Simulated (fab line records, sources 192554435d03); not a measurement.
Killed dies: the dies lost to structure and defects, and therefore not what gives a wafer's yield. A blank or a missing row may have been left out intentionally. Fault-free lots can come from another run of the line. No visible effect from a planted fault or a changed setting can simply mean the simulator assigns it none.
fab line records + flow n5Finfet
record
- lots=7
- wafers=21
route steps=1938 shown BEOL_M1@789 BEOL_M2@884 BEOL_M3@969 BEOL_M5@1129 BEOL_M6@1197
startH: hours from the record's first day to the start of the lot's first wafer shown + waitH: hours elapsed since this lot's preceding step + " same as the row above + L1.1+2: a row that stands for several wafers + - no value, or no start was given + * or withheld: withheld + < > ~ a bound
route shown NAME@n: NAME is a module with steps in the file, n the number in the route of the first one + usual: average and standard deviation across the fault-free wafers + same: alike in all rows + chamber/n: place in a boat + sites: per-site readings + _std_site: the values' standard deviation + _edge_site: outer sites' mean less inner sites' + radiusMm: for every site, how far away it sits from the centre of the wafer + mask NAME#n: copy n + behind: tool/chamber where the wafer was last shaped + hold: why the lot went on hold/how many hours it stayed there/how the hold came to an end + device: which transistor (n, p or np) failed to switch + end of line: at the end of the route, the tests of the same wafers + a step without rows: its recipe alone + killed: count of dies lost to structure and defects at first sort (not the wafer's yield) + map: shows each die of a wafer: x if killed, . if not, _ if none is there
set.NAME: setting as actually run; set.NAME@STEP: the setting as run at that earlier step + model.NAME: the simulator's own value behind a step, which no gauge read
lots whose settings were changed on purpose; a table a step, a row a wafer
## steps
# step N5_BEOL_M1_DESCUM_33
# recipe
- chemistry=O2
- timeS=7
- sourcePowerW=50
- biasPowerW=20
- pressureMtorr=20
- rfFrequencyHz=2.712e+07
- tempC=40
- resist=CAR-EUV
- o2FlowSccm=225
| lot.wafer  | tool       | chamber | startH | waitH | set.timeS | model.CAR-EUV_of_BEOL_M1_COAT_22.thkNm |
|------------|------------|---------|--------|-------|-----------|----------------------------------------|
| L075.3+5   | rieDiel-05 | 0,1     | 133.36 | 0.0   | 7         | 26.2                                   |
| L075.4     | "          | 1       | "      | "     | 7         | 26                                     |
| L076.2+6   | rieDiel-05 | 2,1     | 137.88 | 0.2   | 7         | 26.4                                   |
| L076.3     | "          | 3       | "      | "     | 7         | 26.2                                   |
| L085.2+3+5 | rieDiel-06 | 1,2,2   | 193.48 | 0.0   | 7         | 26.2                                   |
| L086.3     | rieDiel-06 | 1       | 198.42 | 0.0   | 7         | 26.2                                   |
| L086.4     | "          | 3       | "      | "     | 7.589     | 25.8                                   |
| L086.6     | "          | 3       | "      | "     | 7         | 26                                     |
| L087.1+4   | rieDiel-05 | 1       | 203.41 | 0.3   | 6.587     | 26.2                                   |
| L087.2     | "          | 2       | "      | "     | 7         | 26                                     |
| L090.2+5   | rieDiel-06 | 3,1     | 218.89 | 0.0   | 5.763     | 26.8                                   |
| L090.4     | "          | 1       | "      | "     | 7         | 26                                     |
| L096.1+2+3 | rieDiel-03 | 1,0,2   | 255.88 | 0.1   | 7         | 26.2                                   |
# step N5_BEOL_M1_ETCH_77
# recipe
- chemistry=N2/H2
- target=underlayer
- targetDepthA=65
- maskMaterial=CAR-EUV
- timeS=5.2
- ionEnergyEv=200
- pressureMtorr=30
- sourceW=840
- biasW=150
- n2FlowSccm=200
- h2FlowSccm=200
- ends=cleared
| lot.wafer  | tool       | chamber | startH | waitH | set.timeS@BEOL_M1_DESCUM_33 | model.CAR-EUV_of_BEOL_M1_COAT_22.thkNm |
|------------|------------|---------|--------|-------|-----------------------------|----------------------------------------|
| L075.3+4+5 | rieDiel-05 | 0,1,1   | 133.39 | 0.0   | 7                           | 20.4                                   |
| L076.2+3+6 | rieDiel-05 | 2,3,1   | 137.92 | 0.0   | 7                           | 20.6                                   |
| L085.2+3   | rieDiel-06 | 1,2     | 193.52 | 0.0   | 7                           | 20.6                                   |
| L085.5     | "          | 2       | "      | "     | 7                           | 20.4                                   |
| L086.3+6   | rieDiel-06 | 1,3     | 198.46 | 0.0   | 7                           | 20.4                                   |
| L086.4     | "          | 3       | "      | "     | 7.589                       | 20                                     |
| L087.1+4   | rieDiel-05 | 1       | 203.44 | 0.0   | 6.587                       | 20.4                                   |
| L087.2     | "          | 2       | "      | "     | 7                           | 20.2                                   |
| L090.2+5   | rieDiel-06 | 3,1     | 218.92 | 0.0   | 5.763                       | 21                                     |
| L090.4     | "          | 1       | "      | "     | 7                           | 20.2                                   |
| L096.1     | rieDiel-03 | 1       | 255.91 | 0.0   | 7                           | 20.6                                   |
| L096.2+3   | "          | 0,2     | "      | "     | 7                           | 20.4                                   |
# step N5_BEOL_M1_ETCH_69
# recipe
- chemistry=CF4
- target=SiARC
- targetDepthA=156
- maskMaterial=CAR-EUV
- timeS=26
- ionEnergyEv=80
- pressureMtorr=40
- sourceW=545
- biasW=36
- Ar_flow_sccm=100
- cf4FlowSccm=100
- ends=cleared
| lot.wafer  | tool       | chamber | startH | waitH | set.timeS@BEOL_M1_DESCUM_33 | model.CAR-EUV_of_BEOL_M1_COAT_22.thkNm |
|------------|------------|---------|--------|-------|-----------------------------|----------------------------------------|
| L075.3     | rieDiel-05 | 0       | 133.41 | 0.0   | 7                           | 11.4                                   |
| L075.4+5   | "          | 1       | "      | "     | 7                           | 11.2                                   |
| L076.2+3+6 | rieDiel-05 | 2,3,1   | 137.93 | 0.0   | 7                           | 11.4                                   |
| L085.2+3+5 | rieDiel-06 | 1,2,2   | 193.54 | 0.0   | 7                           | 11.4                                   |
| L086.3+6   | rieDiel-06 | 1,3     | 198.47 | 0.0   | 7                           | 11.2                                   |
| L086.4     | "          | 3       | "      | "     | 7.589                       | 10.8                                   |
| L087.1+4   | rieDiel-05 | 1       | 203.46 | 0.0   | 6.587                       | 11.4                                   |
| L087.2     | "          | 2       | "      | "     | 7                           | 11                                     |
| L090.2+5   | rieDiel-06 | 3,1     | 218.94 | 0.0   | 5.763                       | 11.8                                   |
| L090.4     | "          | 1       | "      | "     | 7                           | 11                                     |
| L096.1     | rieDiel-03 | 1       | 255.93 | 0.0   | 7                           | 11.4                                   |
| L096.2+3   | "          | 0,2     | "      | "     | 7                           | 11.2                                   |
# step N5_BEOL_M1_ALD_98
# recipe
- material=SiO2
- targetThkA=25
- tempC=100
- aldPrecursorFamily=BDEAS
- aldCoReactant=O2-plasma
- pulseTimeS=1
- coReactantPulseTimeS=1
- purgeTimeS=2
- coReactantPurgeTimeS=2
- aldCycles=17
- pressureTorr=2
# step N5_BEOL_M1_ETCHBACK_99
# recipe
- chemistry=CHF3
- target=SiO2
- targetDepthA=50
- timeS=10.4
- sourceW=215
- biasW=47
- Ar_flow_sccm=200
- CHF3_flow_sccm=12
- ionEnergyEv=100
- pressureMtorr=30
| lot.wafer  | tool       | chamber | startH | waitH | set.timeS@BEOL_M1_DESCUM_33 | model.CAR-EUV_of_BEOL_M1_COAT_22.thkNm |
|------------|------------|---------|--------|-------|-----------------------------|----------------------------------------|
| L075.3     | rieDiel-06 | 3       | 135.93 | 2.4   | 7                           | 10.6                                   |
| L075.4+5   | "          | 0       | "      | "     | 7                           | 10.4                                   |
| L076.2+3   | rieDiel-05 | 0,3     | 146.11 | 8.1   | 7                           | 10.6                                   |
| L076.6     | "          | 2       | "      | "     | 7                           | 10.8                                   |
| L085.2+3+5 | rieDiel-03 | 2,1,0   | 193.75 | 0.1   | 7                           | 10.6                                   |
| L086.3     | rieDiel-06 | 3       | 206.74 | 8.1   | 7                           | 10.6                                   |
| L086.4     | "          | 2       | "      | "     | 7.589                       | 10                                     |
| L086.6     | "          | 3       | "      | "     | 7                           | 10.4                                   |
| L087.1+4   | rieDiel-06 | 3,0     | 209.42 | 5.8   | 6.587                       | 10.6                                   |
| L087.2     | "          | 2       | "      | "     | 7                           | 10.4                                   |
| L090.2+5   | rieDiel-06 | 3,2     | 220.38 | 1.1   | 5.763                       | 11.2                                   |
| L090.4     | "          | 0       | "      | "     | 7                           | 10.4                                   |
| L096.1     | rieDiel-03 | 1       | 261.44 | 4.7   | 7                           | 10.6                                   |
| L096.2+3   | "          | 0,3     | "      | "     | 7                           | 10.4                                   |
# step N5_BEOL_M1_TRENCH_ETCH_37
# recipe
- chemistry=C4F6/O2
- targetDepthA=552.07
- target=SiOC
- timeS=29
- ionEnergyEv=250
- pressureMtorr=30
- sourceW=355
- biasW=185
- Ar_flow_sccm=300
- C4F6_flow_sccm=10
- O2_flow_sccm=10
| lot.wafer | tool       | chamber | startH | waitH | set.timeS | model.etch.depthNm | model.BEOL_M1.featureDepthNm |
|-----------|------------|---------|--------|-------|-----------|--------------------|------------------------------|
| L075.3    | rieDiel-06 | 3       | -      | -     | 29        | 55.41              | 55.4                         |
| L075.4    | "          | 0       | "      | "     | 29        | 55.3               | 55.4                         |
| L075.5    | "          | 0       | "      | "     | 29        | 54.8               | 54.8                         |
| L076.2    | rieDiel-05 | 0       | -      | -     | 29        | 54.11              | 54.2                         |
| L076.3    | "          | 3       | "      | "     | 29        | 56.71              | 56.8                         |
| L076.6    | "          | 2       | "      | "     | 29        | 54.85              | 54.8                         |
| L085.2    | rieDiel-03 | 2       | -      | -     | 29        | 55.55              | 55.6                         |
| L085.3    | "          | 1       | "      | "     | 29        | 52.67              | 52.6                         |
| L085.5    | "          | 0       | "      | "     | 29        | 55.37              | 55.4                         |
| L086.3    | rieDiel-06 | 3       | -      | -     | 23.69     | 45.15              | 45.2                         |
| L086.4    | "          | 2       | "      | "     | 23.69     | 45.94              | 46                           |
| L086.6    | "          | 3       | "      | "     | 29        | 55.48              | 55.4                         |
| L087.1    | rieDiel-06 | 3       | -      | -     | 27.15     | 51.49              | 51.4                         |
| L087.2    | "          | 2       | "      | "     | 29        | 55.7               | 55.6                         |
| L087.4    | "          | 0       | "      | "     | 27.15     | 51.01              | 51                           |
| L090.2    | rieDiel-06 | 3       | -      | -     | 26.58     | 51.53              | 51.6                         |
| L090.4    | "          | 0       | "      | "     | 29        | 55.41              | 55.4                         |
| L090.5    | "          | 2       | "      | "     | 29        | 57.17              | 57.2                         |
| L096.1    | rieDiel-03 | 1       | -      | -     | 23.89     | 43.67              | 43.6                         |
| L096.2    | "          | 0       | "      | "     | 23.89     | 46.04              | 46                           |
| L096.3    | "          | 3       | "      | "     | 29        | 55.27              | 55.2                         |
# step N5_BEOL_M1_ETCH_41
# recipe
- chemistry=CH3F/O2
- target=SiCN
- targetDepthA=319
- taperDeg=2
- timeS=57.8
- ionEnergyEv=120
- maskMaterial=TiN
- pressureMtorr=30
- sourceW=395
- biasW=75
- Ar_flow_sccm=150
- CH3F_flow_sccm=30
- O2_flow_sccm=20
# step N5_BEOL_M1_STRIP_97
# recipe
- chemistry=N2/H2
- timeS=10
- powerW=450
- tempC=40
- pressureMtorr=20
- rfFrequencyHz=6e+07
- biasPowerW=7
- n2FlowSccm=200
- h2FlowSccm=200
# step N5_BEOL_M1_OCD_MEAS_38
# usual
- trenchDepthNm=55.1/1.1
| lot.wafer | tool   | chamber | startH | waitH | set.timeS@BEOL_M1_TRENCH_ETCH_37 | trenchDepthNm |
|-----------|--------|---------|--------|-------|----------------------------------|---------------|
| L075.3    | ocd-01 | -       | 136.33 | -     | 29                               | 55.3          |
| L075.4    | "      | -       | "      | "     | 29                               | 55.5          |
| L075.5    | "      | -       | "      | "     | 29                               | 55.2          |
| L076.2    | ocd-02 | -       | 146.51 | -     | 29                               | 53.9          |
| L076.3    | "      | -       | "      | "     | 29                               | 56.4          |
| L076.6    | "      | -       | "      | "     | 29                               | 54.7          |
| L085.2    | ocd-01 | -       | 194.14 | -     | 29                               | 55.5          |
| L085.3    | "      | -       | "      | "     | 29                               | 53.0          |
| L085.5    | "      | -       | "      | "     | 29                               | 55.0          |
| L086.3    | ocd-01 | -       | 207.13 | -     | 23.69                            | 45.0          |
| L086.4    | "      | -       | "      | "     | 23.69                            | 45.9          |
| L086.6    | "      | -       | "      | "     | 29                               | 55.4          |
| L087.1    | ocd-02 | -       | 209.82 | -     | 27.15                            | 51.7          |
| L087.2    | "      | -       | "      | "     | 29                               | 55.9          |
| L087.4    | "      | -       | "      | "     | 27.15                            | 50.8          |
| L090.2    | ocd-02 | -       | 220.77 | -     | 26.58                            | 51.9          |
| L090.4    | "      | -       | "      | "     | 29                               | 55.1          |
| L090.5    | "      | -       | "      | "     | 29                               | 57.1          |
| L096.1    | ocd-01 | -       | 261.83 | -     | 23.89                            | 42.8          |
| L096.2    | "      | -       | "      | "     | 23.89                            | 46.0          |
| L096.3    | "      | -       | "      | "     | 29                               | 55.2          |
# step N5_BEOL_M2_ETCH_70
# recipe
- chemistry=N2/H2
- target=SOC
- targetDepthA=800
- overetchA=240
- maskMaterial=SiARC
- tempC=40
- timeS=130
- ionEnergyEv=200
- pressureMtorr=30
- sourceW=840
- biasW=150
- n2FlowSccm=200
- h2FlowSccm=200
# usual
- rfVppV=523.4/2.6
| lot.wafer | tool       | chamber | startH | waitH | set.biasW | rfVppV | model.SiARC_of_BEOL_M2_COAT_68.thkNm |
|-----------|------------|---------|--------|-------|-----------|--------|--------------------------------------|
| L075.3    | rieDiel-02 | 0       | 148.11 | 0.0   | 150       | 522.4  | 6                                    |
| L075.4    | "          | 3       | "      | "     | 139.2     | 503.6  | 6.4                                  |
| L075.5    | "          | 0       | "      | "     | 150       | 525.0  | 6.2                                  |
| L076.2    | rieDiel-01 | 3       | 157.11 | 0.0   | 150       | 521.5  | 5.8                                  |
| L076.3    | "          | 1       | "      | "     | 150       | 519.9  | 5.8                                  |
| L076.6    | "          | 1       | "      | "     | 150       | 519.4  | 5.8                                  |
| L085.2    | rieDiel-01 | 2       | 203.07 | 0.0   | 150       | 524.0  | 5.8                                  |
| L085.3    | "          | 1       | "      | "     | 170.3     | 573.1  | 4.8                                  |
| L085.5    | "          | 0       | "      | "     | 170.3     | 564.1  | 5                                    |
| L086.3    | rieDiel-02 | 0       | 217.73 | 0.0   | 150       | 521.6  | 6                                    |
| L086.4    | "          | 3       | "      | "     | 150       | 528.2  | 5.8                                  |
| L086.6    | "          | 3       | "      | "     | 150       | 527.0  | 5.6                                  |
| L087.1    | rieDiel-01 | 3       | 220.45 | 0.0   | 150       | 521.3  | 5.8                                  |
| L087.2    | "          | 0       | "      | "     | 150       | 522.8  | 5.8                                  |
| L087.4    | "          | 2       | "      | "     | 150       | 524.0  | 5.8                                  |
| L090.2    | rieDiel-02 | 1       | 240.51 | 0.0   | 150       | 521.3  | 5.8                                  |
| L090.4    | "          | 0       | "      | "     | 150       | 523.8  | 6                                    |
| L090.5    | "          | 3       | "      | "     | 150       | 526.4  | 5.6                                  |
| L096.1    | rieDiel-04 | 2       | 270.41 | 0.0   | 143.1     | 508.6  | 6.2                                  |
| L096.2    | "          | 0       | "      | "     | 150       | 521.0  | 5.8                                  |
| L096.3    | "          | 1       | "      | "     | 143.1     | 504.8  | 6.2                                  |
# step N5_BEOL_M3_DESCUM_33
# recipe
- chemistry=O2
- timeS=7
- sourcePowerW=50
- biasPowerW=20
- pressureMtorr=20
- rfFrequencyHz=2.712e+07
- tempC=40
- resist=CAR-EUV
- o2FlowSccm=225
| lot.wafer  | tool       | chamber | startH | waitH | set.timeS | model.CAR-EUV_of_BEOL_M3_COAT_22.thkNm |
|------------|------------|---------|--------|-------|-----------|----------------------------------------|
| L075.3+4+5 | rieDiel-05 | 2,3,1   | 154.53 | 0.0   | 8.2       | 25.4                                   |
| L076.2+3+6 | rieDiel-05 | 3,2,3   | 163.91 | 0.0   | 7         | 26.2                                   |
| L085.2     | rieDiel-03 | 1       | 211.42 | 0.0   | 6.602     | 26.2                                   |
| L085.3+5   | "          | 0,2     | "      | "     | 7         | 26                                     |
| L086.3+4   | rieDiel-05 | 2,0     | 225.60 | 0.0   | 7         | 26                                     |
| L086.6     | "          | 1       | "      | "     | 7         | 26.2                                   |
| L087.1+2+4 | rieDiel-05 | 1,2,0   | 229.17 | 0.0   | 7         | 26                                     |
| L090.2+4   | rieDiel-05 | 1,0     | 247.24 | 0.0   | 7         | 26.2                                   |
| L090.5     | "          | 2       | "      | "     | 8.189     | 25.4                                   |
| L096.1+2   | rieDiel-05 | 3,1     | 286.19 | 1.8   | 6.217     | 26.4                                   |
| L096.3     | "          | 2       | "      | "     | 7         | 26                                     |
# step N5_BEOL_M3_TRENCH_ETCH_37
# recipe
- chemistry=C4F6/O2
- targetDepthA=555.55
- target=SiOC
- timeS=29.2
- ionEnergyEv=250
- pressureMtorr=30
- sourceW=355
- biasW=185
- Ar_flow_sccm=300
- C4F6_flow_sccm=10
- O2_flow_sccm=10
# usual
- rfVppV=667/9.4
| lot.wafer | tool       | chamber | startH | waitH | set.sourceW | rfVppV |
|-----------|------------|---------|--------|-------|-------------|--------|
| L075.3    | rieDiel-06 | 0       | -      | -     | 324.7       | 683    |
| L075.4    | "          | 2       | "      | "     | 355         | 679    |
| L075.5    | "          | 2       | "      | "     | 355         | 678    |
| L076.2    | rieDiel-05 | 2       | -      | -     | 355         | 649    |
| L076.3    | "          | 1       | "      | "     | 355         | 669    |
| L076.6    | "          | 3       | "      | "     | 355         | 669    |
| L085.2    | rieDiel-03 | 3       | -      | -     | 298.3       | 733    |
| L085.3    | "          | 2       | "      | "     | 355         | 670    |
| L085.5    | "          | 3       | "      | "     | 298.3       | 736    |
| L086.3    | rieDiel-03 | 3       | -      | -     | 326.9       | 700    |
| L086.4    | "          | 0       | "      | "     | 326.9       | 705    |
| L086.6    | "          | 2       | "      | "     | 355         | 673    |
| L087.1    | rieDiel-06 | 1       | -      | -     | 407.4       | 619    |
| L087.2    | "          | 0       | "      | "     | 407.4       | 607    |
| L087.4    | "          | 2       | "      | "     | 355         | 680    |
| L090.2    | rieDiel-05 | 3       | -      | -     | 355         | 667    |
| L090.4    | "          | 0       | "      | "     | 294.3       | 752    |
| L090.5    | "          | 1       | "      | "     | 294.3       | 735    |
| L096.1    | rieDiel-03 | 3       | -      | -     | 355         | 669    |
| L096.2    | "          | 1       | "      | "     | 407.4       | 622    |
| L096.3    | "          | 0       | "      | "     | 407.4       | 631    |
# step N5_BEOL_M5_DESCUM_16
# recipe
- chemistry=O2
- timeS=7
- sourcePowerW=50
- biasPowerW=20
- pressureMtorr=20
- rfFrequencyHz=2.712e+07
- tempC=40
- resist=CAR-EUV
- o2FlowSccm=225
| lot.wafer  | tool       | chamber | startH | waitH | set.timeS | model.CAR-EUV_of_BEOL_M5_COAT_05.thkNm |
|------------|------------|---------|--------|-------|-----------|----------------------------------------|
| L075.3     | rieDiel-03 | 2       | 181.54 | 0.0   | 7         | 26                                     |
| L075.4     | "          | 1       | "      | "     | 7         | 26.2                                   |
| L075.5     | "          | 2       | "      | "     | 8.095     | 25.6                                   |
| L076.2+3   | rieDiel-05 | 0,1     | 192.73 | 0.0   | 7         | 26.2                                   |
| L076.6     | "          | 2       | "      | "     | 7         | 26                                     |
| L085.2     | rieDiel-03 | 3       | 245.91 | 0.1   | 7         | 26                                     |
| L085.3     | "          | 1       | "      | "     | 7         | 26.2                                   |
| L085.5     | "          | 1       | "      | "     | 8.291     | 25.6                                   |
| L086.3+4+6 | rieDiel-06 | 3,0,3   | 249.87 | 0.4   | 7         | 26                                     |
| L087.1     | rieDiel-05 | 1       | 252.56 | 0.0   | 7         | 26                                     |
| L087.2     | "          | 0       | "      | "     | 8.31      | 25.4                                   |
| L087.4     | "          | 3       | "      | "     | 8.31      | 25.2                                   |
| L090.2+4+5 | rieDiel-03 | 0,3,2   | 276.47 | 4.3   | 7         | 26.2                                   |
| L096.1+3   | rieDiel-03 | 0,2     | 314.54 | 0.2   | 5.435     | 26.8                                   |
| L096.2     | "          | 1       | "      | "     | 7         | 26.2                                   |
# step N5_BEOL_M6_PECVD_70
# recipe
- material=SiO2
- targetThkA=200
- tempC=400
- precursor=TEOS/O2
- pressureTorr=5.5
- rfW=450
- teosFlowSccm=53.8
- gas=O2
- flowSccm=3000
- timeS=22.7
| lot.wafer | tool     | chamber | startH | waitH | set.tempC | model.SiO2_of_BEOL_M6_PECVD_70.thkNm |
|-----------|----------|---------|--------|-------|-----------|--------------------------------------|
| L075.3    | pecvd-02 | 1       | 191.94 | 0.0   | 400       | 19.8                                 |
| L075.4+5  | "        | 1,0     | "      | "     | 400       | 20.2                                 |
| L076.2    | pecvd-01 | 0       | 202.82 | 0.0   | 400       | 20                                   |
| L076.3    | "        | 2       | "      | "     | 400       | 18.8                                 |
| L076.6    | "        | 2       | "      | "     | 400       | 19.2                                 |
| L085.2    | pecvd-04 | 0       | 258.60 | 0.0   | 400       | 19.4                                 |
| L085.3    | "        | 1       | "      | "     | 387.3     | 21.4                                 |
| L085.5    | "        | 0       | "      | "     | 400       | 19.6                                 |
| L086.3    | pecvd-01 | 0       | 261.55 | 0.0   | 400       | 20                                   |
| L086.4    | "        | 1       | "      | "     | 400       | 20.4                                 |
| L086.6    | "        | 0       | "      | "     | 400       | 20.2                                 |
| L087.1    | pecvd-04 | 0       | 262.08 | 0.0   | 400       | 19.8                                 |
| L087.2    | "        | 2       | "      | "     | 400       | 19.4                                 |
| L087.4    | "        | 0       | "      | "     | 413.6     | 18                                   |
| L090.2    | pecvd-02 | 1       | 292.78 | 0.0   | 384.3     | 21.6                                 |
| L090.4    | "        | 2       | "      | "     | 384.3     | 22.2                                 |
| L090.5    | "        | 1       | "      | "     | 400       | 20.2                                 |
| L096.1    | pecvd-04 | 0       | 325.51 | 0.0   | 400       | 19.8                                 |
| L096.2    | "        | 2       | "      | "     | 400       | 19.4                                 |
| L096.3    | "        | 1       | "      | "     | 400       | 20                                   |
# step N5_BEOL_M6_HM_DEP_02
# recipe
- material=TiN
- targetThkA=200
- tempC=25
- chamberPressurePa=0.49996
| lot.wafer | tool          | chamber | startH | waitH | set.targetThkA | model.TiN_of_BEOL_M6_HM_DEP_02.thkNm |
|-----------|---------------|---------|--------|-------|----------------|--------------------------------------|
| L075.3    | pvdSputter-01 | -       | 192.49 | 0.5   | 200            | 20.2                                 |
| L075.4    | "             | -       | "      | "     | 187.3          | 18.8                                 |
| L075.5    | "             | -       | "      | "     | 187.3          | 18.6                                 |
| L076.2+3  | pvdSputter-03 | -       | 203.69 | 0.9   | 200            | 20                                   |
| L076.6    | "             | -       | "      | "     | 200            | 20.2                                 |
| L085.2    | pvdSputter-02 | -       | 259.24 | 0.6   | 211.4          | 21.2                                 |
| L085.3+5  | "             | -       | "      | "     | 200            | 19.8                                 |
| L086.3    | pvdSputter-01 | -       | 262.19 | 0.6   | 209.3          | 21                                   |
| L086.4+6  | "             | -       | "      | "     | 200            | 20.4                                 |
| L087.1    | pvdSputter-02 | -       | 262.36 | 0.3   | 183.8          | 18.6                                 |
| L087.2    | "             | -       | "      | "     | 200            | 19.8                                 |
| L087.4    | "             | -       | "      | "     | 183.8          | 18.4                                 |
| L090.2+5  | pvdSputter-02 | -       | 293.91 | 1.1   | 207.8          | 21.2                                 |
| L090.4    | "             | -       | "      | "     | 200            | 20.4                                 |
| L096.1    | pvdSputter-03 | -       | 330.42 | 4.9   | 200            | 19.8                                 |
| L096.2    | "             | -       | "      | "     | 192.7          | 18.6                                 |
| L096.3    | "             | -       | "      | "     | 200            | 19.4                                 |
# step N5_BEOL_M6_COAT_59
# recipe
- resist=SOC
- tempC=250
- timeS=60
- spinRpm=1500
- resistThkNm=100
# step N5_BEOL_M6_COAT_60
# recipe
- resist=SiARC
- tempC=220
- timeS=60
- spinRpm=1500
- resistThkNm=35
# step N5_BEOL_M6_STRIP_68
# recipe
- chemistry=N2/H2
- tempC=40
- n2FlowSccm=200
- h2FlowSccm=200
- rfFrequencyHz=6e+07
# step N5_BEOL_M6_STRIP_67
# recipe
- chemistry=CF4
- resist=SiARC
- powerW=300
- biasPowerW=75
- pressureMtorr=50
- cf4FlowSccm=150
- rfFrequencyHz=6e+07
# step N5_BEOL_M6_HM_OPEN_17
# recipe
- chemistry=Cl2/BCl3
- targetDepthA=200
- overetchA=60
- target=TiN
- maskMaterial=SOC
- ionEnergyEv=150
- pressureMtorr=10
- icpW=1000
- biasW=126
- Cl2_flow_sccm=53.25
- bcl3FlowSccm=21.75
- Ar_flow_sccm=25
| lot.wafer | tool        | chamber | startH | waitH | set.targetThkA@BEOL_M6_HM_DEP_02 | model.etch.depthNm |
|-----------|-------------|---------|--------|-------|----------------------------------|--------------------|
| L075.3    | rieMetal-02 | 1       | 194.11 | 0.1   | 200                              | 20.3               |
| L075.4    | "           | 1       | "      | "     | 187.3                            | 18.82              |
| L075.5    | "           | 1       | "      | "     | 187.3                            | 18.54              |
| L076.2    | rieMetal-01 | 1       | 204.43 | 0.0   | 200                              | 20.01              |
| L076.3    | "           | 1       | "      | "     | 200                              | 19.98              |
| L076.6    | "           | 0       | "      | "     | 200                              | 20.14              |
| L085.2    | rieMetal-02 | 0       | 260.17 | 0.1   | 211.4                            | 21.27              |
| L085.3    | "           | 0       | "      | "     | 200                              | 19.9               |
| L085.5    | "           | 0       | "      | "     | 200                              | 19.88              |
| L086.3    | rieMetal-01 | 1       | 263.09 | 0.1   | 209.3                            | 20.92              |
| L086.4    | "           | 0       | "      | "     | 200                              | 20.45              |
| L086.6    | "           | 1       | "      | "     | 200                              | 20.39              |
| L087.1    | rieMetal-02 | 0       | 263.10 | 0.0   | 183.8                            | 18.5               |
| L087.2    | "           | 0       | "      | "     | 200                              | 19.85              |
| L087.4    | "           | 0       | "      | "     | 183.8                            | 18.46              |
| L090.2    | rieMetal-01 | 0       | 295.32 | 0.0   | 207.8                            | 21.15              |
| L090.4    | "           | 0       | "      | "     | 200                              | 20.35              |
| L090.5    | "           | 0       | "      | "     | 207.8                            | 21.2               |
| L096.1    | rieMetal-03 | 0       | 331.16 | 0.0   | 200                              | 19.77              |
| L096.2    | "           | 1       | "      | "     | 192.7                            | 18.67              |
| L096.3    | "           | 0       | "      | "     | 200                              | 19.49              |
## key
split
- step=N5_BEOL_M1_DESCUM_33
- setting=timeS
- stated=7
- by=wafer
response
- step=N5_BEOL_M1_DESCUM_33
- reading=model.CAR-EUV_of_BEOL_M1_COAT_22.thkNm
- change=-0.0427
- per=1%
- r=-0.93
response
- step=N5_BEOL_M1_ETCH_77
- reading=model.CAR-EUV_of_BEOL_M1_COAT_22.thkNm
- change=-0.0447
- per=1%
- r=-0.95
response
- step=N5_BEOL_M1_ETCH_69
- reading=model.CAR-EUV_of_BEOL_M1_COAT_22.thkNm
- change=-0.0475
- per=1%
- r=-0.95
response
- step=N5_BEOL_M1_ETCHBACK_99
- reading=model.CAR-EUV_of_BEOL_M1_COAT_22.thkNm
- change=-0.0467
- per=1%
- r=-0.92
split
- step=N5_BEOL_M1_TRENCH_ETCH_37
- setting=timeS
- stated=29
- by=wafer
response
- step=N5_BEOL_M1_TRENCH_ETCH_37
- reading=model.etch.depthNm
- change=+0.573
- per=1%
- r=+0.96
response
- step=N5_BEOL_M1_TRENCH_ETCH_37
- reading=model.BEOL_M1.featureDepthNm
- change=+0.569
- per=1%
- r=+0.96
response
- step=N5_BEOL_M1_OCD_MEAS_38
- reading=trenchDepthNm
- change=+0.577
- per=1%
- r=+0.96
split
- step=N5_BEOL_M2_ETCH_70
- setting=biasW
- stated=150
- by=wafer
response
- step=N5_BEOL_M2_ETCH_70
- reading=rfVppV
- change=+3.18
- per=1%
- r=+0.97
response
- step=N5_BEOL_M2_ETCH_70
- reading=model.SiARC_of_BEOL_M2_COAT_68.thkNm
- change=-0.0632
- per=1%
- r=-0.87
split
- step=N5_BEOL_M3_DESCUM_33
- setting=timeS
- stated=7
- by=wafer
response
- step=N5_BEOL_M3_DESCUM_33
- reading=model.CAR-EUV_of_BEOL_M3_COAT_22.thkNm
- change=-0.0431
- per=1%
- r=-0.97
split
- step=N5_BEOL_M3_TRENCH_ETCH_37
- setting=sourceW
- stated=355
- by=wafer
response
- step=N5_BEOL_M3_TRENCH_ETCH_37
- reading=rfVppV
- change=-3.78
- per=1%
- r=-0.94
split
- step=N5_BEOL_M5_DESCUM_16
- setting=timeS
- stated=7
- by=wafer
response
- step=N5_BEOL_M5_DESCUM_16
- reading=model.CAR-EUV_of_BEOL_M5_COAT_05.thkNm
- change=-0.0304
- per=1%
- r=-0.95
split
- step=N5_BEOL_M6_PECVD_70
- setting=tempC
- stated=400
- by=wafer
response
- step=N5_BEOL_M6_PECVD_70
- reading=model.SiO2_of_BEOL_M6_PECVD_70.thkNm
- change=-0.49
- per=1%
- r=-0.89
split
- step=N5_BEOL_M6_HM_DEP_02
- setting=targetThkA
- stated=200
- by=wafer
response
- step=N5_BEOL_M6_HM_DEP_02
- reading=model.TiN_of_BEOL_M6_HM_DEP_02.thkNm
- change=+0.199
- per=1%
- r=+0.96
response
- step=N5_BEOL_M6_HM_OPEN_17
- reading=model.etch.depthNm
- change=+0.203
- per=1%
- r=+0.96
